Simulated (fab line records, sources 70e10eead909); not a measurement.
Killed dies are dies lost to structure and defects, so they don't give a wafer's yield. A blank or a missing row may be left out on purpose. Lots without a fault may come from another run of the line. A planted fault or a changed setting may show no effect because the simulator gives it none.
Which tool did it? | flow nand_harc | 24 lots, 72 wafers sampled, at 3 steps of a route of 1302

WHAT THE GAUGES READ, wafer by wafer
NHARC_P_M2_INSPECT_11. Usual: raw_defect_count 5.0, standard deviation 2.6.
lot  | measured     | on                | raw_defect_count | flag
L074 | day 6 12:47  | defect_inspect-02 | 3 10 6           |
L075 | day 6 18:36  | defect_inspect-01 | 1 4 10           |
L076 | day 7 03:16  | defect_inspect-01 | 3 2 7            |
L078 | day 8 03:23  | defect_inspect-01 | 8 5 3            |
L077 | day 8 04:07  | defect_inspect-02 | 6 3 2            |
L079 | day 8 19:19  | defect_inspect-01 | 5 2 6            |
L080 | day 8 19:31  | defect_inspect-01 | 4 4 7            |
L081 | day 9 17:10  | defect_inspect-02 | 4 3 0            |
L082 | day 9 22:14  | defect_inspect-02 | 5 4 2            |
L083 | day 10 12:41 | defect_inspect-01 | 8 6 15           |
L084 | day 10 13:48 | defect_inspect-02 | 3 4 3            |
L086 | day 11 04:35 | defect_inspect-01 | 2 2 8            |
L085 | day 11 05:29 | defect_inspect-02 | 7 4 2            |
L087 | day 11 14:42 | defect_inspect-02 | 7 5 3            |
L088 | day 12 15:26 | defect_inspect-02 | 6 2 1            |
L089 | day 12 20:15 | defect_inspect-02 | 4 4 3            |
L090 | day 12 22:54 | defect_inspect-01 | 6 7 5            |
L091 | day 13 18:46 | defect_inspect-02 | 7 3 9            |
L092 | day 13 22:33 | defect_inspect-01 | 5 10 5           |
L093 | day 14 04:59 | defect_inspect-02 | 5 2 4            |
L094 | day 15 02:03 | defect_inspect-02 | 2 6 4            |
L095 | day 15 02:21 | defect_inspect-01 | 6 9 7            |
L096 | day 15 14:48 | defect_inspect-01 | 8 3 8            |
L097 | day 15 20:20 | defect_inspect-02 | 6 3 5            |

NHARC_P_M2_INSPECT_27. Usual: raw_defect_count 331, standard deviation 130.
lot  | measured     | on                | raw_defect_count | flag
L074 | day 6 15:25  | defect_inspect-02 | 498 325 246      |
L075 | day 6 21:17  | defect_inspect-02 | 387 292 311      |
L076 | day 7 05:53  | defect_inspect-01 | 288 193 211      |
L078 | day 8 06:31  | defect_inspect-02 | 479 390 375      |
L077 | day 8 06:49  | defect_inspect-01 | 258 192 153      |
L079 | day 8 21:56  | defect_inspect-01 | 297 336 371      |
L080 | day 8 22:10  | defect_inspect-02 | 177 361 358      |
L081 | day 9 19:56  | defect_inspect-01 | 158 404 288      |
L082 | day 10 00:52 | defect_inspect-01 | 188 596 362      |
L083 | day 10 15:22 | defect_inspect-01 | 260 231 435      |
L084 | day 10 16:27 | defect_inspect-02 | 267 245 277      |
L086 | day 11 07:29 | defect_inspect-02 | 346 330 392      |
L085 | day 11 08:07 | defect_inspect-02 | 237 405 328      |
L087 | day 11 17:20 | defect_inspect-02 | 570 576 249      |
L088 | day 12 18:05 | defect_inspect-02 | 325 344 234      |
L089 | day 12 23:03 | defect_inspect-02 | 374 426 353      |
L090 | day 13 01:32 | defect_inspect-02 | 437 593 610      |
L091 | day 13 21:24 | defect_inspect-01 | 407 163 191      |
L092 | day 14 01:11 | defect_inspect-01 | 144 267 300      |
L093 | day 14 07:46 | defect_inspect-01 | 176 345 147      |
L094 | day 15 04:47 | defect_inspect-02 | 141 263 322      |
L095 | day 15 05:05 | defect_inspect-02 | 379 357 287      |
L096 | day 15 17:27 | defect_inspect-01 | 380 230 320      |
L097 | day 15 22:59 | defect_inspect-01 | 536 390 463      |

WHICH TOOL RAN EACH LOT (tool, then ch and the chambers of the sampled wafers, then the start)
lot  | NHARC_P_M2_ETCH_35
L074 | rie_diel-11 ch 1,2,3, day 6 12:55
L075 | rie_diel-11 ch 1,2,3, day 6 18:45
L076 | rie_diel-10 ch 1,2,3, day 7 03:26
L078 | rie_diel-10 ch 1,2, day 8 03:32
L077 | rie_diel-08 ch 0,1,2, day 8 04:16
L079 | rie_diel-08 ch 0,2,3, day 8 19:28
L080 | rie_diel-10 ch 0,1,2, day 8 19:39
L081 | rie_diel-10 ch 0,1,2, day 9 17:22
L082 | rie_diel-08 ch 0,2,3, day 9 22:23
L083 | rie_diel-10 ch 0,2, day 10 12:50
L084 | rie_diel-11 ch 1,2,3, day 10 13:56
L086 | rie_diel-08 ch 0,1,3, day 11 04:44
L085 | rie_diel-08 ch 0,2, day 11 05:38
L087 | rie_diel-10 ch 0,1,2, day 11 14:52
L088 | rie_diel-10 ch 0,1,2, day 12 15:35
L089 | rie_diel-11 ch 0,1,2, day 12 20:25
L090 | rie_diel-10 ch 1,2,3, day 12 23:02
L091 | rie_diel-11 ch 1,3, day 13 18:55
L092 | rie_diel-10 ch 0,1,3, day 13 22:41
L093 | rie_diel-08 ch 0,3, day 14 05:08
L094 | rie_diel-10 ch 0,2, day 15 02:13
L095 | rie_diel-08 ch 0,1,3, day 15 02:30
L096 | rie_diel-10 ch 0,1,2, day 15 14:57
L097 | rie_diel-08 ch 0,3, day 15 20:29
- NHARC_P_M2_ETCH_35: etches the open film in N2/H2, target depth 40 nm, overetch 12 nm, time 43.94 s.

WHAT THE TOOLS THEMSELVES READ (means of the sampled wafers that have a number; where no wafer has one, the mark that the record gives instead)
NHARC_P_M2_ETCH_35. Usual: drypump_motor_current_A 5.65 A, standard deviation 0.24; n2_flow_sccm 150.1 sccm, standard deviation 0.45; oes_product_au 1.000 a.u., standard deviation 0.012; rf_vpp_V 430.4 V, standard deviation 2.3; showerhead_plenum_p_Torr 2.04 Torr, standard deviation 0.08; throttle_valve_pct 14.171 %, standard deviation 0.0091.
lot  | tool        | drypump_motor_current_A (A) | n2_flow_sccm (sccm) | oes_product_au (a.u.) | rf_vpp_V (V) | showerhead_plenum_p_Torr (Torr) | throttle_valve_pct (%) | flag
L074 | rie_diel-11 | 5.30                        | 150.2               | 0.997                 | 430.5        | 2.07                            | 14.168                 |
L075 | rie_diel-11 | 5.30                        | 150.2               | 0.998                 | 431.9        | 2.07                            | 14.168                 |
L076 | rie_diel-10 | 5.60                        | 150.2               | 1.004                 | 429.5        | 2.01                            | 14.168                 |
L078 | rie_diel-10 | 5.45                        | 150.7               | 0.998                 | 427.6        | 1.94                            | 14.169                 |
L077 | rie_diel-08 | 5.82                        | 150.3               | 0.997                 | 431.9        | 2.06                            | 14.174                 |
L079 | rie_diel-08 | 5.72                        | 150.2               | 0.993                 | 430.4        | 2.03                            | 14.172                 |
L080 | rie_diel-10 | 5.58                        | 150.3               | 0.994                 | 429.5        | 1.99                            | 14.173                 |
L081 | rie_diel-10 | 5.59                        | 150.0               | 0.996                 | 430.1        | 2.00                            | 14.177                 |
L082 | rie_diel-08 | 5.73                        | 149.9               | 0.987                 | 430.5        | 2.03                            | 14.164                 |
L083 | rie_diel-10 | 5.64                        | 149.5               | 0.999                 | 430.0        | 2.03                            | 14.172                 |
L084 | rie_diel-11 | 5.29                        | 150.2               | 0.999                 | 430.3        | 2.07                            | 14.161                 |
L086 | rie_diel-08 | 5.79                        | 150.1               | 1.003                 | 429.9        | 2.01                            | 14.170                 |
L085 | rie_diel-08 | 5.73                        | 149.8               | 1.005                 | 431.9        | 2.10                            | 14.169                 |
L087 | rie_diel-10 | 5.61                        | 150.4               | 0.991                 | 428.3        | 1.99                            | 14.163                 |
L088 | rie_diel-10 | 5.59                        | 150.2               | 1.003                 | 429.6        | 1.99                            | 14.172                 |
L089 | rie_diel-11 | 5.39                        | 150.3               | 1.001                 | 432.7        | 2.10                            | 14.167                 |
L090 | rie_diel-10 | 5.61                        | 150.2               | 0.991                 | 429.4        | 2.01                            | 14.166                 |
L091 | rie_diel-11 | 5.30                        | 149.9               | 1.011                 | 430.4        | 2.05                            | 14.173                 |
L092 | rie_diel-10 | 5.74                        | 149.6               | 1.005                 | 429.9        | 2.03                            | 14.165                 |
L093 | rie_diel-08 | 5.68                        | 150.1               | 0.993                 | 429.4        | 1.98                            | 14.166                 |
L094 | rie_diel-10 | 5.76                        | 150.1               | 1.004                 | 431.1        | 2.05                            | 14.170                 |
L095 | rie_diel-08 | 5.78                        | 149.8               | 0.998                 | 429.3        | 2.00                            | 14.175                 |
L096 | rie_diel-10 | 5.61                        | 149.7               | 1.013                 | 429.6        | 1.99                            | 14.181                 |
L097 | rie_diel-08 | 5.69                        | 149.9               | 0.982                 | 427.9        | 1.98                            | 14.173                 |

THE ANSWER, worked out from the rows above alone
Rule: a lot is off if the mean of its wafers that have a number lies more than 3 standard deviations from the usual mean. A lot without any number at a reading at which 4 lots or more have one is off too. The other lots that the step has rows for count as sound. The gauges are gone through in route order, then the tools' own readings, and for those a lot's mean is taken as printed above. The first step at which some lot is off is used, and at that step the reading that is off furthest; a lot without a number counts as furthest.
No lot is off at any reading shown: from this, nothing can be told.

WHAT THE SIMULATOR HAD PUT IN
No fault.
